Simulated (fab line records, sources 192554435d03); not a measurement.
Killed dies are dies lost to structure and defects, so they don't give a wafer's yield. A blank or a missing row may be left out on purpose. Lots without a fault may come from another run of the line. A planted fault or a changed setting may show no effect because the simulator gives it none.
fab line records | flow n5_finfet
record lots=24 wafers=72 last_day=18
route steps=1938 shown BEOL_M9@1465 BEOL_M10@1488 BEOL_M11@1538
lots that met no fault: from a run of the same line without faults
start_h: hours from the record's first day to the start of the lot's first wafer shown | wait_h: hours since the lot's step before | " the same as in the row above | L1.1+2: a row that stands for several wafers | - no value, or no start given | * or withheld: withheld | < > ~ a bound
route shown NAME@n: a module of which the file shows steps, and the number in the route of the first | usual: mean/standard deviation of fault-free wafers | same: alike in all rows | chamber/n: place in a boat | sites: the reading at each site | _std_site: their standard deviation | _edge_site: outer sites' mean less inner sites' | radius_mm: how far each site lies from the wafer's centre | mask NAME#n: copy n | behind: the tool/chamber that last shaped the wafer | hold: why the lot was held/for how many hours/how that ended | device: the transistor (n, p or np) that didn't switch | end of line: the same wafers' tests at the end of the route | a step without rows: its recipe alone | killed: dies lost to structure and defects at the first sort, not the wafer's yield | map: a wafer's dies, x killed, . not, _ none there
set.NAME: the setting as run; set.NAME@STEP: as run at that earlier step | model.NAME: the simulator's own value behind a step, which no gauge read
steps of the route over a sample of lots; a table a step, a row a wafer
services: from which hour (start_h, from the record's first day; less than 0 if before it) a tool's chamber was out of use, for how many hours, and why
## steps
# step N5_BEOL_M9_THK_MEAS_53
# recipe thk_meas_gauge=xrf reads=Cu_of_BEOL_M9_ECD_50
# usual M9_THK=141.6/2.8
# columns lot.wafer tool chamber start_h wait_h M9_THK[nm]
L076.1 film_metro-01 - 216.77 - 143.8
L076.2 " - " " 144.4
L076.4 " - " " 144.6
L074.2 film_metro-01 - 219.75 - 144.3
L074.3 " - " " 142.7
L074.4 " - " " 145.1
L077.1 film_metro-01 - 230.89 - 137.8
L077.4 " - " " 140.7
L077.6 " - " " 140.6
L075.3 film_metro-02 - 231.43 - 139.8
L075.4 " - " " 141.6
L075.5 " - " " 137.7
L078.3 film_metro-01 - 237.22 - 140.4
L078.5 " - " " 143.1
L078.6 " - " " 141.2
L079.1 film_metro-02 - 246.17 - 143.9
L079.2 " - " " 143.1
L079.6 " - " " 144.2
L082.4 film_metro-02 - 258.75 - 138.1
L082.5 " - " " 138.2
L082.6 " - " " 145.4
L081.2 film_metro-01 - 260.32 - 138.9
L081.4 " - " " 141.5
L081.5 " - " " 142.2
L083.1 film_metro-01 - 263.48 - 140.8
L083.2 " - " " 141.4
L083.6 " - " " 140.3
L080.1 film_metro-01 - 266.66 - 141.8
L080.2 " - " " 142.0
L080.4 " - " " 141.1
L084.3 film_metro-02 - 272.20 - 140.4
L084.5 " - " " 142.9
L084.6 " - " " 141.3
L085.1 film_metro-02 - 282.99 - 145.4
L085.3 " - " " 146.9
L085.5 " - " " 146.6
L086.1 film_metro-01 - 298.89 - 140.9
L086.2 " - " " 139.8
L086.3 " - " " 140.7
L087.1 film_metro-01 - 302.52 - 136.8
L087.3 " - " " 141.7
L087.4 " - " " 139.6
L088.1 film_metro-01 - 306.36 - 142.9
L088.4 " - " " 141.2
L088.5 " - " " 144.7
L090.3 film_metro-02 - 309.13 - 139.1
L090.4 " - " " 134.2
L090.6 " - " " 141.6
L091.2 film_metro-02 - 316.23 - 138.8
L091.3 " - " " 135.5
L091.6 " - " " 137.6
L089.3 film_metro-02 - 319.89 - 139.3
L089.5 " - " " 141.2
L089.6 " - " " 138.7
L092.2 film_metro-01 - 324.65 - 138.0
L092.3 " - " " 142.1
L092.4 " - " " 140.1
L094.1 film_metro-02 - 328.45 - 132.9
L094.2 " - " " 137.8
L094.4 " - " " 139.3
L093.1 film_metro-01 - 331.17 - 143.8
L093.2 " - " " 144.0
L093.4 " - " " 138.9
L095.2 film_metro-01 - 342.04 - 141.7
L095.3 " - " " 144.1
L095.4 " - " " 142.7
L096.3 film_metro-02 - 356.86 - 139.4
L096.5 " - " " 141.0
L096.6 " - " " 138.8
L097.1 film_metro-01 - 361.95 - 140.2
L097.4 " - " " 141.7
L097.5 " - " " 142.1
# step N5_BEOL_M10_ETCH_62
# recipe chemistry=N2/H2 target=SOC target_depth_a=1100 overetch_a=220 mask_material=SiARC temp_c=40 time_s=165 ion_energy_ev=200 pressure_mtorr=30 source_w=840 bias_w=150 n2_flow_sccm=200 h2_flow_sccm=200
# usual drypump_motor_current_A=5.6/0.39 oes_product_au=0.67/0.062 rf_vpp_V=524.0/2.3 showerhead_plenum_p_Torr=2.55/0.084 throttle_valve_pct=17.75/0.2
# columns lot.wafer tool chamber start_h wait_h drypump_motor_current_A oes_product_au rf_hours_counter_h rf_vpp_V showerhead_plenum_p_Torr throttle_valve_pct
L076.1 rie_diel-04 0 218.78 0.0 5.9 0.63 185 523.2 2.54 17.74
L076.2 " 2 " " 5.7 0.62 190 527.5 2.63 18.10
L076.4 " 1 " " 5.4 0.77 18 521.5 2.51 17.52
L074.2 rie_diel-04 0 224.55 0.0 5.9 0.63 187 523.9 2.54 17.74
L074.3 " 1 " " 5.4 0.76 20 522.3 2.51 17.53
L074.4 " 3 " " 5.0 0.74 51 529.1 2.69 17.63
L077.1 rie_diel-02 0 234.78 0.0 5.4 0.66 133 524.8 2.55 17.63
L077.4 " 3 " " 5.5 0.73 60 522.2 2.48 17.85
L077.6 " 2 " " 6.6 0.63 - 520.0 2.42 17.74
L075.3 rie_diel-02 3 235.64 0.0 5.5 0.74 61 522.8 2.48 17.86
L075.4 " 0 " " 5.4 0.66 133 522.9 2.55 17.63
L075.5 " 0 " " 5.4 0.66 - 522.7 2.55 17.63
L078.3 rie_diel-04 3 240.05 0.0 5.0 0.74 57 527.9 2.69 17.64
L078.5 " 3 " " 5.0 0.74 - 528.0 2.69 17.63
L078.6 " 0 " " 5.9 0.63 - 524.5 2.53 17.75
L079.1 rie_diel-04 3 248.25 0.0 5.0 0.73 61 527.5 2.69 17.65
L079.2 " 0 " " 5.9 0.63 197 521.7 2.53 17.77
L079.6 " 1 " " 5.4 0.75 - 522.1 2.51 17.53
L082.4 rie_diel-04 2 262.03 0.0 5.7 0.61 208 524.2 2.62 18.14
L082.5 " 3 " " 5.0 0.72 - 527.7 2.69 17.66
L082.6 " 2 " " 5.6 0.61 - 526.3 2.62 18.13
L081.2 rie_diel-05 0 262.99 0.0 5.6 0.70 79 527.3 2.70 17.85
L081.4 " 3 " " 5.7 0.59 236 522.1 2.49 17.61
L081.5 " 3 " " 5.7 0.59 - 522.2 2.49 17.60
L083.1 rie_diel-05 3 265.90 0.0 5.7 0.59 238 523.3 2.49 17.61
L083.2 " 1 " " 5.4 0.76 27 522.5 2.50 17.79
L083.6 " 3 " " 5.7 0.59 - 522.5 2.49 17.61
L080.1 rie_diel-02 2 268.76 0.0 6.6 0.63 185 521.9 2.41 17.76
L080.2 " 0 " " 5.4 0.65 145 523.2 2.55 17.64
L080.4 " 3 " " 5.5 0.71 73 521.7 2.48 17.89
L084.3 rie_diel-05 3 275.80 0.0 5.7 0.59 241 522.1 2.49 17.62
L084.5 " 2 " " 5.8 0.58 - 524.3 2.61 17.43
L084.6 " 1 " " 5.4 0.75 - 523.1 2.50 17.80
L085.1 rie_diel-05 0 285.03 0.0 5.6 0.70 87 525.8 2.69 17.86
L085.3 " 3 " " 5.7 0.59 244 523.1 2.48 17.63
L085.5 " 2 " " 5.8 0.58 - 524.5 2.61 17.45
L086.1 rie_diel-02 3 300.70 0.0 5.5 0.70 83 521.9 2.47 17.91
L086.2 " 2 " " 6.6 0.62 196 519.9 2.41 17.80
L086.3 " 0 " " 5.4 0.64 155 524.1 2.54 17.66
L087.1 rie_diel-02 3 304.84 0.0 5.5 0.71 85 522.1 2.47 17.90
L087.3 " 2 " " 6.6 0.62 197 521.1 2.41 17.78
L087.4 " 0 " " 5.4 0.65 156 524.4 2.54 17.66
L088.1 rie_diel-05 1 308.42 0.0 5.4 0.75 41 522.2 2.49 17.83
L088.4 " 2 " " 5.8 0.57 - 525.3 2.60 17.44
L088.5 " 1 " " 5.4 0.74 - 522.5 2.49 17.81
L090.3 rie_diel-04 2 311.88 0.0 5.7 0.60 222 524.1 2.61 18.17
L090.4 " 0 " " 5.9 0.61 218 523.2 2.52 17.80
L090.6 " 1 " " 5.4 0.72 - 521.7 2.50 17.58
L091.2 rie_diel-05 2 318.96 0.0 5.8 0.57 245 525.3 2.60 17.46
L091.3 " 1 " " 5.4 0.73 46 522.7 2.49 17.83
L091.6 " 1 " " 5.4 0.73 - 522.7 2.49 17.83
L089.3 rie_diel-04 3 323.26 0.0 5.0 0.71 89 526.7 2.68 17.71
L089.5 " 2 " " 5.7 0.59 - 525.7 2.61 18.17
L089.6 " 1 " " 5.4 0.71 - 520.6 2.50 17.57
L092.2 rie_diel-02 1 328.38 0.0 5.4 0.70 56 525.7 2.59 17.93
L092.3 " 0 " " 5.4 0.63 167 524.6 2.54 17.68
L092.4 " 2 " " 6.6 0.61 207 520.3 2.41 17.79
L094.1 rie_diel-04 1 331.18 0.0 5.4 0.71 59 522.1 2.49 17.59
L094.2 " 0 " " 5.9 0.61 226 523.3 2.52 17.80
L094.4 " 3 " " 4.9 0.71 - 527.1 2.68 17.72
L093.1 rie_diel-04 2 334.38 0.0 5.7 0.60 231 526.0 2.61 18.17
L093.2 " 1 " " 5.4 0.70 61 521.8 2.49 17.57
L093.4 " 0 " " 5.9 0.62 227 524.0 2.52 17.81
L095.2 rie_diel-02 0 345.16 0.0 5.4 0.63 172 523.4 2.54 17.68
L095.3 " 3 " " 5.5 0.69 95 521.8 2.47 17.94
L095.4 " 1 " " 5.4 0.69 61 524.0 2.59 17.91
L096.3 rie_diel-05 0 359.22 0.0 5.6 0.66 119 527.5 2.68 17.91
L096.5 " 1 " " 5.4 0.71 - 522.4 2.48 17.85
L096.6 " 2 " " 5.8 0.81 - 526.2 2.60 17.04
L097.1 rie_diel-02 1 364.65 0.0 5.4 0.69 67 525.5 2.59 17.94
L097.4 " 3 " " 5.5 0.69 101 522.8 2.46 17.95
L097.5 " 1 " " 5.4 0.69 - 524.9 2.59 17.92
# step N5_BEOL_M10_STRIP_67
# recipe chemistry=CF4 resist=SiARC power_w=300 bias_power_w=75 pressure_mtorr=50 cf4_flow_sccm=150 rf_frequency_hz=6e+07
# usual cf4_flow_sccm=150.1/0.43 drypump_motor_current_A=5.6/0.39 oes_product_au=0.79/0.073 rf_vpp_V=271.0/1.4 showerhead_plenum_p_Torr=1.80/0.055 throttle_valve_pct=13.49/0.23
# columns lot.wafer tool chamber start_h wait_h cf4_flow_sccm drypump_motor_current_A oes_product_au rf_hours_counter_h rf_vpp_V showerhead_plenum_p_Torr throttle_valve_pct
L076.1 rie_diel-04 0 218.92 0.0 150.5 5.9 0.74 185 271.0 1.78 13.56
L076.2 " 2 " " 149.5 5.7 0.73 190 272.2 1.86 13.78
L076.4 " 1 " " 150.8 5.4 0.90 18 270.5 1.74 12.99
L074.2 rie_diel-04 0 224.70 0.0 150.3 5.9 0.75 188 270.5 1.78 13.54
L074.3 " 1 " " 150.5 5.4 0.89 20 269.4 1.74 13.00
L074.4 " 3 " " 150.6 5.0 0.88 52 273.8 1.88 13.20
L077.1 rie_diel-02 0 234.93 0.0 150.5 5.4 0.78 133 269.7 1.81 13.47
L077.4 " 3 " " 150.3 5.5 0.86 60 271.2 1.76 13.59
L077.6 " 2 " " 150.4 6.6 0.74 - 268.5 1.72 13.54
L075.3 rie_diel-02 3 235.79 0.0 149.9 5.5 0.86 61 270.7 1.76 13.60
L075.4 " 0 " " 150.4 5.4 0.77 134 269.5 1.81 13.46
L075.5 " 0 " " 151.3 5.4 0.78 - 270.8 1.81 13.46
L078.3 rie_diel-04 3 240.19 0.0 150.3 5.0 0.87 57 273.1 1.87 13.19
L078.5 " 3 " " 150.2 5.0 0.86 - 272.6 1.87 13.22
L078.6 " 0 " " 149.8 5.9 0.74 - 271.9 1.78 13.56
L079.1 rie_diel-04 3 248.39 0.0 150.1 4.9 0.86 61 273.1 1.87 13.21
L079.2 " 0 " " 150.0 5.9 0.74 197 272.7 1.78 13.58
L079.6 " 1 " " 150.1 5.4 0.88 - 268.9 1.74 13.01
L082.4 rie_diel-04 2 262.17 0.0 150.0 5.7 0.72 208 273.2 1.85 13.82
L082.5 " 3 " " 150.0 5.0 0.86 - 271.6 1.87 13.23
L082.6 " 2 " " 149.7 5.7 0.72 - 273.8 1.85 13.82
L081.2 rie_diel-05 0 263.13 0.0 149.7 5.6 0.83 79 273.5 1.90 13.58
L081.4 " 3 " " 149.8 5.7 0.70 236 271.0 1.78 13.68
L081.5 " 3 " " 149.6 5.7 0.69 - 271.5 1.78 13.68
L083.1 rie_diel-05 3 266.04 0.0 149.9 5.7 0.69 238 270.0 1.78 13.66
L083.2 " 1 " " 149.2 5.4 0.90 27 269.6 1.77 13.46
L083.6 " 3 " " 149.9 5.7 0.69 - 270.6 1.78 13.67
L080.1 rie_diel-02 2 268.90 0.0 149.6 6.6 0.73 185 270.2 1.72 13.58
L080.2 " 0 " " 149.9 5.4 0.76 145 271.7 1.81 13.49
L080.4 " 3 " " 149.5 5.5 0.85 73 270.9 1.76 13.63
L084.3 rie_diel-05 3 275.95 0.0 150.8 5.7 0.69 241 270.4 1.78 13.69
L084.5 " 2 " " 149.4 5.8 0.68 - 271.4 1.84 13.41
L084.6 " 1 " " 150.4 5.4 0.89 - 270.3 1.77 13.45
L085.1 rie_diel-05 0 285.17 0.0 150.1 5.6 0.81 87 272.0 1.90 13.58
L085.3 " 3 " " 150.4 5.7 0.68 244 270.8 1.78 13.67
L085.5 " 2 " " 149.5 5.8 0.68 - 272.2 1.84 13.42
L086.1 rie_diel-02 3 300.84 0.0 150.6 5.5 0.83 83 269.0 1.75 13.64
L086.2 " 2 " " 150.1 6.6 0.73 196 270.7 1.71 13.59
L086.3 " 0 " " 150.0 5.4 0.76 155 271.6 1.80 13.53
L087.1 rie_diel-02 3 304.99 0.0 150.4 5.5 0.83 85 270.3 1.75 13.66
L087.3 " 2 " " 150.5 6.6 0.73 197 269.5 1.71 13.59
L087.4 " 0 " " 150.2 5.4 0.76 156 272.5 1.80 13.52
L088.1 rie_diel-05 1 308.57 0.0 149.5 5.4 0.87 41 270.1 1.77 13.48
L088.4 " 2 " " 150.7 5.8 0.67 - 271.9 1.83 13.43
L088.5 " 1 " " 150.6 5.4 0.88 - 270.2 1.77 13.49
L090.3 rie_diel-04 2 312.03 0.0 150.0 5.7 0.71 222 272.8 1.85 13.85
L090.4 " 0 " " 149.8 5.9 0.72 218 271.2 1.77 13.63
L090.6 " 1 " " 150.3 5.4 0.84 - 270.5 1.73 13.05
L091.2 rie_diel-05 2 319.10 0.0 150.3 5.8 0.67 245 271.7 1.83 13.46
L091.3 " 1 " " 149.8 5.4 0.86 46 268.8 1.77 13.50
L091.6 " 1 " " 149.9 5.4 0.87 - 268.1 1.77 13.49
L089.3 rie_diel-04 3 323.40 0.0 150.4 5.0 0.83 89 272.6 1.87 13.28
L089.5 " 2 " " 150.0 5.7 0.70 - 273.1 1.85 13.86
L089.6 " 1 " " 150.1 5.4 0.85 - 269.8 1.73 13.07
L092.2 rie_diel-02 1 328.52 0.0 150.0 5.4 0.83 56 271.2 1.82 13.57
L092.3 " 0 " " 150.4 5.4 0.75 167 270.3 1.80 13.54
L092.4 " 2 " " 149.9 6.6 0.72 207 269.8 1.71 13.60
L094.1 rie_diel-04 1 331.33 0.0 150.5 5.4 0.84 60 271.5 1.73 13.10
L094.2 " 0 " " 150.7 5.9 0.72 226 269.9 1.77 13.63
L094.4 " 3 " " 150.3 4.9 0.83 - 272.9 1.86 13.30
L093.1 rie_diel-04 2 334.52 0.0 150.3 5.7 0.69 231 272.4 1.85 13.87
L093.2 " 1 " " 150.0 5.4 0.83 61 270.9 1.73 13.09
L093.4 " 0 " " 150.9 5.9 0.72 227 269.8 1.77 13.64
L095.2 rie_diel-02 0 345.31 0.0 149.5 5.4 0.74 172 270.7 1.80 13.55
L095.3 " 3 " " 150.8 5.5 0.82 95 270.0 1.75 13.71
L095.4 " 1 " " 150.0 5.4 0.82 61 270.8 1.82 13.60
L096.3 rie_diel-05 0 359.36 0.0 150.0 5.6 0.79 119 271.5 1.89 13.65
L096.5 " 1 " " 150.1 5.4 0.84 - 269.3 1.76 13.53
L096.6 " 2 " " 149.4 5.8 0.96 - 272.4 1.83 12.92
L097.1 rie_diel-02 1 364.79 0.0 149.9 5.4 0.82 67 271.0 1.82 13.60
L097.4 " 3 " " 149.5 5.5 0.81 101 269.2 1.75 13.71
L097.5 " 1 " " 149.8 5.4 0.82 - 271.1 1.82 13.59
# step N5_BEOL_M10_HM_OPEN_17
# recipe chemistry=Cl2/BCl3 target_depth_a=200 overetch_a=60 target=TiN mask_material=SOC ion_energy_ev=150 pressure_mtorr=10 icp_w=1000 bias_w=126 Cl2_flow_sccm=53.25 bcl3_flow_sccm=21.75 Ar_flow_sccm=25
# usual drypump_motor_current_A=5.5/0.67 oes_product_au=0.69/0.041 throttle_valve_pct=21.98/0.16
# columns lot.wafer tool chamber start_h wait_h drypump_motor_current_A oes_product_au rf_hours_counter_h throttle_valve_pct
L076.1 rie_metal-03 1 218.97 0.0 6.2 0.69 28 21.99
L076.2 " 0 " " 4.7 0.76 15 21.83
L076.4 " 1 " " 6.2 0.69 - 21.98
L074.2 rie_metal-03 1 224.74 0.0 6.2 0.68 28 21.97
L074.3 " 0 " " 4.7 0.75 - 21.86
L074.4 " 1 " " 6.2 0.68 - 21.99
L077.1 rie_metal-03 1 234.97 0.0 6.2 0.68 29 21.99
L077.4 " 0 " " 4.7 0.74 - 21.85
L077.6 " 1 " " 6.2 0.68 - 21.98
L075.3 rie_metal-03 1 235.86 0.1 6.2 0.67 - 21.99
L075.4 " 0 " " 4.7 0.75 - 21.85
L075.5 " 1 " " 6.2 0.69 - 21.98
L078.3 rie_metal-01 1 240.27 0.1 5.0 0.63 - 22.36
L078.5 " 0 " " 6.1 0.69 - 21.84
L078.6 " 1 " " 5.0 0.62 - 22.36
L079.1 rie_metal-03 1 248.43 0.0 6.2 0.68 30 22.00
L079.2 " 0 " " 4.7 0.73 18 21.87
L079.6 " 1 " " 6.2 0.67 - 22.00
L082.4 rie_metal-03 1 262.25 0.1 6.2 0.68 - 21.98
L082.5 " 0 " " 4.7 0.75 - 21.85
L082.6 " 1 " " 6.2 0.68 - 21.99
L081.2 rie_metal-01 1 263.17 0.0 5.0 0.62 66 22.38
L081.4 " 1 " " 5.0 0.62 - 22.38
L081.5 " 1 " " 5.0 0.62 - 22.37
L083.1 rie_metal-01 0 266.08 0.0 6.2 0.68 36 21.81
L083.2 " 1 " " 5.0 0.63 66 22.38
L083.6 " 1 " " 5.0 0.62 - 22.35
L080.1 rie_metal-02 1 268.95 0.0 5.2 0.73 14 22.16
L080.2 " 0 " " 6.1 0.63 51 21.86
L080.4 " 0 " " 6.1 0.64 - 21.87
L084.3 rie_metal-03 1 276.02 0.1 6.2 0.67 - 21.99
L084.5 " 0 " " 4.7 0.73 - 21.87
L084.6 " 1 " " 6.2 0.66 - 21.99
L085.1 rie_metal-02 1 285.21 0.0 5.2 0.72 15 22.16
L085.3 " 1 " " 5.2 0.71 - 22.15
L085.5 " 1 " " 5.2 0.72 - 22.15
L086.1 rie_metal-01 0 300.89 0.0 6.1 0.66 40 21.85
L086.2 " 1 " " 5.0 0.62 70 22.37
L086.3 " 0 " " 6.1 0.67 - 21.85
L087.1 rie_metal-02 0 305.03 0.0 6.0 0.65 54 21.87
L087.3 " 1 " " 5.2 0.71 - 22.15
L087.4 " 0 " " 6.1 0.64 - 21.85
L088.1 rie_metal-03 1 308.61 0.0 6.2 0.68 35 22.00
L088.4 " 0 " " 4.7 0.73 - 21.86
L088.5 " 1 " " 6.2 0.68 - 21.98
L090.3 rie_metal-03 1 312.10 0.1 6.2 0.67 - 21.99
L090.4 " 0 " " 4.7 0.73 - 21.87
L090.6 " 1 " " 6.2 0.68 - 21.98
L091.2 rie_metal-03 1 319.14 0.0 6.2 0.67 36 22.00
L091.3 " 0 " " 4.7 0.73 - 21.86
L091.6 " 0 " " 4.7 0.73 - 21.86
L089.3 rie_metal-03 1 323.48 0.1 6.2 0.67 - 21.99
L089.5 " 1 " " 6.2 0.67 - 21.99
L089.6 " 0 " " 4.7 0.73 - 21.87
L092.2 rie_metal-03 0 328.56 0.0 4.8 0.73 24 21.87
L092.3 " 1 " " 6.2 0.67 - 21.99
L092.4 " 0 " " 4.7 0.73 - 21.86
L094.1 rie_metal-03 0 331.44 0.1 4.7 0.72 25 21.87
L094.2 " 1 " " 6.2 0.67 37 21.99
L094.4 " 1 " " 6.2 0.67 - 22.01
L093.1 rie_metal-03 0 334.56 0.0 4.7 0.72 25 21.88
L093.2 " 1 " " 6.2 0.66 37 22.01
L093.4 " 0 " " 4.7 0.72 - 21.88
L095.2 rie_metal-02 0 345.35 0.0 6.0 0.61 57 21.90
L095.3 " 0 " " 6.0 0.63 - 21.87
L095.4 " 1 " " 5.3 0.69 - 22.18
L096.3 rie_metal-03 0 359.44 0.1 4.7 0.72 - 21.88
L096.5 " 0 " " 4.7 0.71 - 21.89
L096.6 " 1 " " 6.2 0.65 - 22.01
L097.1 rie_metal-01 0 364.83 0.0 6.1 0.66 48 21.84
L097.4 " 0 " " 6.1 0.65 - 21.87
L097.5 " 1 " " 5.0 0.60 - 22.38
# step N5_BEOL_M10_OVL_MEAS_29
# recipe points_per_wafer=44
# usual V9_OVL=0.1/0.75
# columns lot.wafer tool chamber start_h wait_h V9_OVL[nm]
L076.1 overlay-02 0 219.59 0.0 0.5
L076.2 " 0 " " 1.1
L076.4 " 0 " " 1.5
L074.2 overlay-02 0 225.31 0.0 -0.1
L074.3 " 0 " " -1.2
L074.4 " 0 " " -1.0
L077.1 overlay-01 0 236.16 0.0 1.3
L077.4 " 0 " " -0.1
L077.6 " 0 " " -0.6
L075.3 overlay-02 0 236.35 0.0 1.3
L075.4 " 0 " " -0.2
L075.5 " 0 " " 1.4
L078.3 overlay-02 0 241.82 0.0 -0.5
L078.5 " 0 " " 0.0
L078.6 " 0 " " -0.2
L079.1 overlay-02 0 249.81 0.0 0.1
L079.2 " 0 " " 0.7
L079.6 " 0 " " 0.9
L082.4 overlay-02 0 263.22 0.0 0.3
L082.5 " 0 " " 0.9
L082.6 " 0 " " -0.8
L081.2 overlay-02 0 263.87 0.0 0.6
L081.4 " 0 " " -0.1
L081.5 " 0 " " 0.6
L083.1 overlay-02 0 267.65 0.0 0.0
L083.2 " 0 " " 0.7
L083.6 " 0 " " 1.1
L080.1 overlay-01 0 270.52 0.0 -0.8
L080.2 " 0 " " 0.4
L080.4 " 0 " " 0.2
L084.3 overlay-02 0 276.86 0.0 -1.1
L084.5 " 0 " " -1.6
L084.6 " 0 " " -1.5
L085.1 overlay-01 0 286.05 0.0 0.0
L085.3 " 0 " " 0.2
L085.5 " 0 " " 0.3
L086.1 overlay-01 0 304.13 0.0 0.3
L086.2 " 0 " " 1.6
L086.3 " 0 " " 0.2
L087.1 overlay-02 0 306.76 0.0 -0.5
L087.3 " 0 " " -0.8
L087.4 " 0 " " -1.0
L088.1 overlay-02 0 310.11 0.0 1.5
L088.4 " 0 " " 0.7
L088.5 " 0 " " 0.6
L090.3 overlay-01 0 312.63 0.0 0.3
L090.4 " 0 " " 0.2
L090.6 " 0 " " 0.3
L091.2 overlay-01 0 321.32 0.0 -0.7
L091.3 " 0 " " 0.5
L091.6 " 0 " " 0.1
L089.3 overlay-01 0 325.29 0.0 0.4
L089.5 " 0 " " -0.2
L089.6 " 0 " " -0.5
L092.2 overlay-01 0 329.90 0.0 0.1
L092.3 " 0 " " 0.1
L092.4 " 0 " " 0.1
L094.1 overlay-02 0 333.23 0.0 -0.6
L094.2 " 0 " " -1.7
L094.4 " 0 " " -1.6
L093.1 overlay-01 0 335.19 0.0 1.2
L093.2 " 0 " " 0.0
L093.4 " 0 " " -0.2
L095.2 overlay-02 0 350.51 0.0 0.2
L095.3 " 0 " " -0.2
L095.4 " 0 " " -0.9
L096.3 overlay-01 0 361.22 0.0 1.3
L096.5 " 0 " " 1.1
L096.6 " 0 " " 0.2
L097.1 overlay-01 0 366.89 0.0 0.5
L097.4 " 0 " " -0.8
L097.5 " 0 " " -0.3
# step N5_BEOL_M11_THK_MEAS_01
# recipe reads=SiCOH_lowk_of_BEOL_M11_ILD_DEP_00
# usual M11_ILD_THK=269/3.4
# columns lot.wafer tool chamber start_h wait_h M11_ILD_THK[nm]
L076.1 film_metro-02 - 225.16 0.4 260
L076.2 " - " " 262
L076.4 " - " " 269
L074.2 film_metro-01 - 229.85 0.4 266
L074.3 " - " " 268
L074.4 " - " " 276
L077.1 film_metro-01 - 241.56 0.8 265
L077.4 " - " " 272
L077.6 " - " " 279
L075.3 film_metro-01 - 241.89 0.3 266
L075.4 " - " " 269
L075.5 " - " " 270
L078.3 film_metro-01 - 245.54 0.3 269
L078.5 " - " " 270
L078.6 " - " " 268
L079.1 film_metro-02 - 254.09 0.4 268
L079.2 " - " " 269
L079.6 " - " " 270
L082.4 film_metro-02 - 267.93 0.2 274
L082.5 " - " " 270
L082.6 " - " " 266
L081.2 film_metro-02 - 269.48 0.4 264
L081.4 " - " " 270
L081.5 " - " " 269
L083.1 film_metro-02 - 272.68 0.4 264
L083.2 " - " " 266
L083.6 " - " " 272
L080.1 film_metro-01 - 276.87 0.8 271
L080.2 " - " " 272
L080.4 " - " " 271
L084.3 film_metro-01 - 281.77 0.3 265
L084.5 " - " " 266
L084.6 " - " " 270
L085.1 film_metro-02 - 289.44 0.4 266
L085.3 " - " " 267
L085.5 " - " " 271
L086.1 film_metro-01 - 309.05 0.4 266
L086.2 " - " " 269
L086.3 " - " " 268
L087.1 film_metro-02 - 312.08 0.4 264
L087.3 " - " " 263
L087.4 " - " " 272
L088.1 film_metro-01 - 314.27 0.4 270
L088.4 " - " " 270
L088.5 " - " " 273
L090.3 film_metro-01 - 316.67 0.3 268
L090.4 " - " " 269
L090.6 " - " " 274
L091.2 film_metro-01 - 325.35 0.4 269
L091.3 " - " " 262
L091.6 " - " " 264
L089.3 film_metro-02 - 329.29 0.3 264
L089.5 " - " " 268
L089.6 " - " " 273
L092.2 film_metro-01 - 335.14 0.4 267
L092.3 " - " " 269
L092.4 " - " " 270
L094.1 film_metro-02 - 337.94 0.4 270
L094.2 " - " " 265
L094.4 " - " " 272
L093.1 film_metro-02 - 341.24 0.4 267
L093.2 " - " " 270
L093.4 " - " " 269
L095.2 film_metro-01 - 354.26 0.4 265
L095.3 " - " " 270
L095.4 " - " " 275
L096.3 film_metro-02 - 366.04 0.3 271
L096.5 " - " " 273
L096.6 " - " " 270
L097.1 film_metro-02 - 371.34 0.4 266
L097.4 " - " " 272
L097.5 " - " " 271
## services
# columns tool chamber start_h hours kind
rie_diel-05 3 207.52 3.0 repair
rie_metal-02 1 207.66 7.3 repair
rie_metal-02 - 234.60 4.1 repair
rie_metal-02 1 238.84 7.9 repair
rie_diel-04 2 266.00 8.9 repair
rie_metal-03 - 276.10 14.6 pm
rie_diel-05 3 304.84 - clean
rie_diel-05 3 304.84 - consumable_replace:focus_ring
rie_diel-05 3 304.84 21.1 scheduled_down
rie_diel-05 3 304.84 21.1 vent_cycle
rie_diel-02 3 307.91 13.1 repair
rie_diel-05 2 328.06 - clean
rie_diel-05 2 328.06 - consumable_replace:focus_ring
rie_diel-05 1 337.55 4.0 repair
rie_diel-05 - 352.42 0.5 repair
rie_metal-01 1 358.54 5.4 repair
## key
fault none
